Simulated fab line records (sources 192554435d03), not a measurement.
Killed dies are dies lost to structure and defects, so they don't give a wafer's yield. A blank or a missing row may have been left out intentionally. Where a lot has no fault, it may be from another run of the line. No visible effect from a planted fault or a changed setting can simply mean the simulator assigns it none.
Chamber matching || flow n5 finfet || N5_MOL_CONTACT_COAG_ALD_20 on ald metal-02 has 4 sister chambers
The step deposits TiN, target thk 1.5 nm, pulse time 1 s, purge time 3 s. 4 wafers are shown with their chamber, then 7 later ones without.

## EACH WAFER AND ITS CHAMBER
{"wafer": "L338.3", "chamber": 0, "heater power w (W)": 723}
{"wafer": "L338.5", "chamber": 3, "heater power w (W)": 738}
{"wafer": "L340.1", "chamber": 2, "heater power w (W)": 762}
{"wafer": "L340.2", "chamber": 1, "heater power w (W)": 802}

## WAFERS WHOSE CHAMBER IS MISSING
{"wafer": "L340.4", "heater power w (W)": 715}
{"wafer": "L344.2", "heater power w (W)": 755}
{"wafer": "L344.4", "heater power w (W)": 754}
{"wafer": "L344.6", "heater power w (W)": 807}
{"wafer": "L348.1", "heater power w (W)": 755}
{"wafer": "L348.3", "heater power w (W)": 708}
{"wafer": "L348.6", "heater power w (W)": 738}

## CHAMBER TAKEN BY EACH
{"wafer": "L340.4", "from the rows above": "can't be placed: 0 or 3", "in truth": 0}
{"wafer": "L344.2", "from the rows above": "can't be placed: 2 or 3", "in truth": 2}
{"wafer": "L344.4", "from the rows above": "can't be placed: 2 or 3", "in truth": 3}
{"wafer": "L344.6", "from the rows above": 1, "in truth": 1}
{"wafer": "L348.1", "from the rows above": "can't be placed: 2 or 3", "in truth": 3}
{"wafer": "L348.3", "from the rows above": "can't be placed: 0 or 3", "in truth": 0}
{"wafer": "L348.6", "from the rows above": "can't be placed: 3 or 0", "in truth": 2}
Correctly placed: 1 of 7. Not placeable from these rows: 6 (in 5, the candidates include the true chamber). Number placed wrongly: 0.
How it was worked out, from the rows above alone: a wafer's distance from a chamber is the root of the sum, over the readings, of the square of ((its reading less the chamber's mean) divided by the reading's scatter). The wafer belongs to the nearest chamber; if the next one is less than 2 further off, it can't be placed. For every chamber, the mean is computed from those of its wafers that are shown. The scatter (one wafer shown for each chamber): square how far every hidden wafer sits from the nearest shown wafer, average those squares and take the square root.
